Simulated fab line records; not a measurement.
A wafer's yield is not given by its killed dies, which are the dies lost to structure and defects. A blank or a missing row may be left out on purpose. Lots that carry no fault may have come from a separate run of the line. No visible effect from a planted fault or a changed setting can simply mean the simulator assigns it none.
Matching of chambers    flow nandHarc    NHARC_P_GATE_ALD_36 on aldSin-02 has 4 sister chambers
The step deposits SiNx, target thk 20 nm, pulse time 60 s, ald cycles 223. 16 wafers are shown with their chamber, then 8 later ones without.

## WAFERS, EACH WITH ITS CHAMBER
wafer   chamber  heaterPowerW (W)  precursorPulseHeightRel
L075.4  2        818               0.946
L075.2  3        806               0.969
L075.5  0        740               0.991
L076.1  2        805               0.988
L076.3  1        856               1.027
L076.6  1        845               1.017
L080.1  0        744               1.006
L080.6  3        800               0.990
L080.5  0        732               0.997
L084.1  0        738               0.982
L084.2  1        814               1.013
L084.6  3        782               1.009
L086.1  1        830               1.007
L086.2  3        772               0.982
L086.4  0        747               0.992
L089.2  2        811               0.990

SIGNATURES (averages over the wafers above)
reading                  chamber 0  chamber 1  chamber 2  chamber 3  scatter within a chamber
heaterPowerW             740.20     836.25     811.33     790.00     12.8
precursorPulseHeightRel  0.99360    1.01600    0.97467    0.98750    0.0147
Rule: distance of a wafer from a chamber = root of the sum over the readings of ((wafer's reading minus chamber's mean) / reading's scatter) squared. If the next closest chamber is less than 2 further off than the closest, the wafer can't be placed; otherwise it belongs to the closest. The scatter is the square root of a quotient: the sum, over the shown wafers, of each reading's squared deviation from its chamber's mean, divided by wafers minus chambers.

## WAFERS WITH NO CHAMBER GIVEN
wafer   heaterPowerW (W)  precursorPulseHeightRel
L089.4  736               0.969
L089.6  820               1.036
L092.4  809               1.013
L092.2  814               1.030
L092.5  797               1.022
L096.1  820               0.990
L096.5  830               1.010
L096.6  771               0.979

## WHICH CHAMBER EACH WENT THROUGH
wafer    from the rows above            in truth
L089.4   0                              0
L089.6   1                              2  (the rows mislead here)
L092.4   can't be placed: 1 or 3 or 2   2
L092.2   can't be placed: 1 or 3 or 2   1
L092.5   can't be placed: 3 or 1 or 2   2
L096.1   can't be placed: 2 or 1 or 3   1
L096.5   1                              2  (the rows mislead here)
L096.6   can't be placed: 3 or 0 or 2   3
Correct placement for 1 of the 8. Cannot be placed on the basis of these rows: 5; the candidates contain the true chamber in 5. 2 placed wrongly.
